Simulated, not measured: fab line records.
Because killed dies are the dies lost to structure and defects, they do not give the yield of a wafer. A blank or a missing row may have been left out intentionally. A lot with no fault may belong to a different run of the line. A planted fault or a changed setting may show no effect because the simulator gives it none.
Which of the tools did it?	flow n5 finfet	9 lots, 24 wafers sampled, at 7 steps of a route of 1938

## WHAT THE GAUGES READ, wafer by wafer
N5_SD_EPI_N_CD_MEAS_09 targets a cd of 120 nm. Usual: cd nm reads 120.2 nm (standard deviation 0.57).
lot	measured	on	cd nm (nm)	flag
L448	day 3 18:21	cd sem-03	119.8 120.3 120.6	
L457	day 6 06:37	cd sem-03	120.3 120.3 119.9	
L458	day 6 12:22	cd sem-01	121.6 120.0 120.5	
L460	day 7 00:10	cd sem-02	119.7 120.4 120.3	
L461	day 7 00:37	cd sem-01	119.3 120.1	
L462	day 7 11:52	cd sem-02	120.0 120.1	
L463	day 7 13:16	cd sem-01	120.4 120.8 121.3	
L464	day 7 23:33	cd sem-01	120.9 120.9 120.0	
L465	day 8 00:37	cd sem-01	119.1 120.3	

N5_SD_EPI_N_EPI_MEAS_23. Usual: thk nm reads 58.9 nm (standard deviation 1.3).
lot	measured	on	thk nm (nm)	flag
L448	day 3 22:05	film metro-01	59.2 56.4 60.2	
L457	day 6 10:09	film metro-01	57.8 56.4 58.4	
L458	day 6 16:38	film metro-02	57.6 57.6 60.3	
L460	day 7 03:47	film metro-01	58.7 58.1 59.1	
L461	day 7 04:59	film metro-02	64.0 61.0	
L462	day 7 16:05	film metro-02	62.3 58.8	
L463	day 7 17:29	film metro-01	59.8 58.5 58.2	
L464	day 8 03:40	film metro-01	58.2 58.4 58.3	
L465	day 8 04:50	film metro-02	59.6 61.2	

N5_SD_ACTIVATION_RS_MEAS_03: uses a four-point probe to measure. Usual: RS_SD_N 21.9 ohm/sq, standard deviation 0.33; RS_SD_P 56.5 ohm/sq, standard deviation 1.1.
lot	measured	on	RS_SD_N (ohm/sq)	RS_SD_P (ohm/sq)	flag
L448	day 4 03:40	film metro-01	21.7 22.2 21.5	55.3 55.6 54.9	
L457	day 6 15:29	film metro-01	21.9 22.1 21.8	57.0 57.1 57.3	
L458	day 6 21:49	film metro-01	21.8 21.7 21.9	56.6 57.7 57.0	
L460	day 7 09:47	film metro-01	22.4 22.4 22.5	56.3 57.1 55.7	
L461	day 7 10:23	film metro-02	20.3 21.9	58.1 58.3	
L462	day 7 21:16	film metro-01	20.7 21.8	57.8 56.5	
L463	day 8 01:34	film metro-02	22.2 22.1 21.8	56.4 55.7 55.7	
L464	day 8 09:20	film metro-02	22.4 22.6 22.5	55.8 56.7 56.5	
L465	day 8 10:44	film metro-01	22.0 20.7	56.5 56.1	

N5_BEOL_M4_RC_MEAS_101. Usual: DIBL_N 36.0 mV/V, standard deviation 1.9; DIBL_P 35.6 mV/V, standard deviation 2.2; IOFF_N 0.15 nA/um, standard deviation 0.031; IOFF_P 0.19 nA/um, standard deviation 0.032; ION_N 668 uA/um, standard deviation 11; ION_P 455 uA/um, standard deviation 7.2; RS_SD_N 28.4 ohm/sq, standard deviation 0.41; SS_N 71.5 mV/dec, standard deviation 0.65; SS_P 73.4 mV/dec, standard deviation 0.64; VT_N 251 mV, standard deviation 3.6; VT_P -253 mV, standard deviation 3.3.
lot	measured	on	DIBL_N (mV/V)	DIBL_P (mV/V)	IOFF_N (nA/um)	IOFF_P (nA/um)	ION_N (uA/um)	ION_P (uA/um)	RS_SD_N (ohm/sq)	SS_N (mV/dec)	SS_P (mV/dec)	VT_N (mV)	VT_P (mV)	flag
L448	day 10 10:39	prober-02	38.1 36.1 35.0	37.8 36.1 33.9	0.20 0.16 0.15	0.23 0.20 0.17	685 676 665	463 459 453	28.0 28.6 27.7	71.4 71.4 71.7	73.6 73.3 72.9	241 251 251	-249 -253 -254	
L457	day 13 07:22	prober-01	38.7 37.5 37.1	37.3 35.6 35.4	0.17 0.15 0.15	0.22 0.19 0.18	674 672 659	461 454 446	28.8 28.9 28.6	71.9 72.2 71.0	74.7 73.6 73.3	250 251 256	-250 -251 -255	
L458	day 13 16:12	prober-02	36.9 36.6 38.0	37.9 38.0 38.5	0.18 0.16 0.20	0.21 0.20 0.22	683 668 685	459 453 461	28.6 28.8 28.4	71.5 71.7 71.9	73.2 73.3 74.0	246 252 247	-253 -250 -250	
L460	day 13 17:46	prober-01	36.3 35.7 36.9	38.5 36.3 38.1	0.16 0.16 0.18	0.21 0.17 0.20	666 666 668	458 445 458	28.7 28.7 28.7	71.4 72.0 72.0	73.7 73.4 73.8	248 249 251	-253 -258 -256	
L461	day 13 20:47	prober-01	34.9 35.5	35.3 36.0	0.14 0.15	0.18 0.20	668 662	454 450	26.2 28.5	71.1 71.2	73.0 73.4	251 249	-253 -248	
L462	day 14 11:08	prober-01	36.8 38.5	34.7 37.1	0.14 0.17	0.18 0.22	667 677	459 462	26.8 28.5	71.3 71.7	73.7 73.7	248 247	-253 -250	
L463	day 14 01:58	prober-02	39.8 38.8 38.1	39.7 38.4 37.0	0.22 0.18 0.17	0.24 0.24 0.20	700 674 671	467 462 458	28.4 28.5 28.5	71.8 72.7 71.4	74.1 74.6 73.9	248 248 250	-250 -252 -253	
L464	day 14 19:54	prober-01	37.3 36.7 38.7	36.5 35.3 39.4	0.17 0.15 0.21	0.20 0.18 0.25	679 665 686	457 451 462	28.7 29.1 29.4	71.4 72.2 72.4	73.6 72.7 73.9	247 250 243	-251 -253 -251	
L465	day 14 10:26	prober-02	35.0 36.7	34.7 36.8	0.14 0.16	0.19 0.21	672 680	460 462	28.2 26.8	71.3 71.7	73.9 74.5	254 253	-254 -251	

## WHICH TOOL RAN EACH LOT (tool, then ch and the chambers of the sampled wafers, then the start)
lot	N5_DUMMY_GATE_HM_OPEN_21	N5_SPACER0_ALD_08	N5_SD_EPI_N_EPI_21
L448	rie diel-03 ch 0,1, day 3 16:43	ald sin-04 ch 1,2,3, day 3 17:55	epi rpcvd-02 ch 0, day 3 20:22
L457	rie diel-03 ch 0,2,3, day 6 05:01	ald sin-02 ch 0,2, day 6 06:11	epi rpcvd-04 ch 0, day 6 08:41
L458	rie diel-02 ch 1,3, day 6 10:48	ald sin-01 ch 2,3, day 6 11:56	epi rpcvd-02 ch 0, day 6 14:20
L460	rie diel-02 ch 0,2,3, day 6 22:29	ald sin-02 ch 0,2,3, day 6 23:36	epi rpcvd-03 ch 0, day 7 02:20
L461	rie diel-02 ch 2,3, day 6 22:50	ald sin-04 ch 0,3, day 7 00:02	epi rpcvd-02 ch 0, day 7 03:50
L462	rie diel-02 ch 2, day 7 10:07	ald sin-01 ch 1,2, day 7 11:18	epi rpcvd-02 ch 0, day 7 14:55
L463	rie diel-03 ch 2,3, day 7 11:28	ald sin-02 ch 0,2, day 7 12:42	epi rpcvd-04 ch 0, day 7 15:56
L464	rie diel-02 ch 1,2, day 7 21:54	ald sin-01 ch 0,1,3, day 7 22:59	epi rpcvd-03 ch 0, day 8 01:23
L465	rie diel-05 ch 0,3, day 7 22:54	ald sin-04 ch 0,2, day 8 00:03	epi rpcvd-02 ch 0, day 8 02:33
- N5_DUMMY_GATE_HM_OPEN_21: chemistry CH3F/O2, target SiNx, target depth 120 nm, time 171.4 s.
- N5_SPACER0_ALD_08: deposits SiNx, target thk 2 nm.
- N5_SD_EPI_N_EPI_21: deposits Si:P, time 690 s.

## AS READ BY THE TOOLS THEMSELVES (means over the sampled wafers that have a number; for cases with no such wafer, the mark the record gives instead)
N5_DUMMY_GATE_HM_OPEN_21. Usual: drypump motor current A 5.6 A, standard deviation 0.46; mfc ar sccm 150.0 sccm, standard deviation 0.41; oes_o_777_au 0.75 a.u., standard deviation 0.06; oes product au 0.75 a.u., standard deviation 0.069; rf vpp V 304 V, standard deviation 3.7; showerhead plenum p Torr 2.04 Torr, standard deviation 0.071; throttle valve pct 16.40 %, standard deviation 0.16.
lot	tool	drypump motor current A (A)	mfc ar sccm (sccm)	oes_o_777_au (a.u.)	oes product au (a.u.)	rf vpp V (V)	showerhead plenum p Torr (Torr)	throttle valve pct (%)	flag
L448	rie diel-03	5.5	150.3	0.73	0.74	305	2.06	16.39	
L457	rie diel-03	5.3	149.6	0.75	0.76	306	2.07	16.34	
L458	rie diel-02	6.3	149.7	0.76	0.76	301	1.95	16.56	
L460	rie diel-02	5.5	150.1	0.74	0.72	302	2.03	16.33	
L461	rie diel-02	5.8	150.1	0.74	0.73	300	2.01	16.37	
L462	rie diel-02	5.6	149.9	0.74	0.74	303	2.08	16.20	
L463	rie diel-03	5.4	149.9	0.71	0.74	306	2.07	16.34	
L464	rie diel-02	6.1	149.5	0.76	0.76	302	2.00	16.46	
L465	rie diel-05	5.2	150.1	0.69	0.70	302	2.03	16.63	

N5_SPACER0_ALD_08. Usual: heater power w 824 W, standard deviation 58; susceptor temp C 400.00 C, standard deviation 0.22.
lot	tool	heater power w (W)	susceptor temp C (C)	flag
L448	ald sin-04	817	399.82	
L457	ald sin-02	804	399.89	
L458	ald sin-01	846	399.88	
L460	ald sin-02	809	399.94	
L461	ald sin-04	850	399.98	
L462	ald sin-01	855	400.02	
L463	ald sin-02	811	399.99	
L464	ald sin-01	845	400.10	
L465	ald sin-04	920	400.11	

N5_SD_EPI_N_EPI_21. Usual: susceptor temp C reads 679.97 C (standard deviation 0.29).
lot	tool	susceptor temp C (C)	flag
L448	epi rpcvd-02	679.63	
L457	epi rpcvd-04	679.71	
L458	epi rpcvd-02	679.84	
L460	epi rpcvd-03	679.99	
L461	epi rpcvd-02	680.29	
L462	epi rpcvd-02	680.21	
L463	epi rpcvd-04	680.01	
L464	epi rpcvd-03	680.27	
L465	epi rpcvd-02	680.07	

## THE ANSWER, worked out from the rows above alone
Rule: a lot counts as off when the mean over its wafers that have a number is more than 3 standard deviations away from the usual mean. A lot without any number at a reading at which 4 lots or more have one is off too. All remaining lots with rows at the step are treated as sound. First the gauges in route order, then the tools' own readings, where a lot's mean is used as printed above. The first step at which some lot is off is used, and at that step the reading that is off furthest; a lot without a number counts as furthest.
Nothing can be told from this: no lot is off at any reading shown.

## WHAT THE SIMULATOR HAD INSERTED
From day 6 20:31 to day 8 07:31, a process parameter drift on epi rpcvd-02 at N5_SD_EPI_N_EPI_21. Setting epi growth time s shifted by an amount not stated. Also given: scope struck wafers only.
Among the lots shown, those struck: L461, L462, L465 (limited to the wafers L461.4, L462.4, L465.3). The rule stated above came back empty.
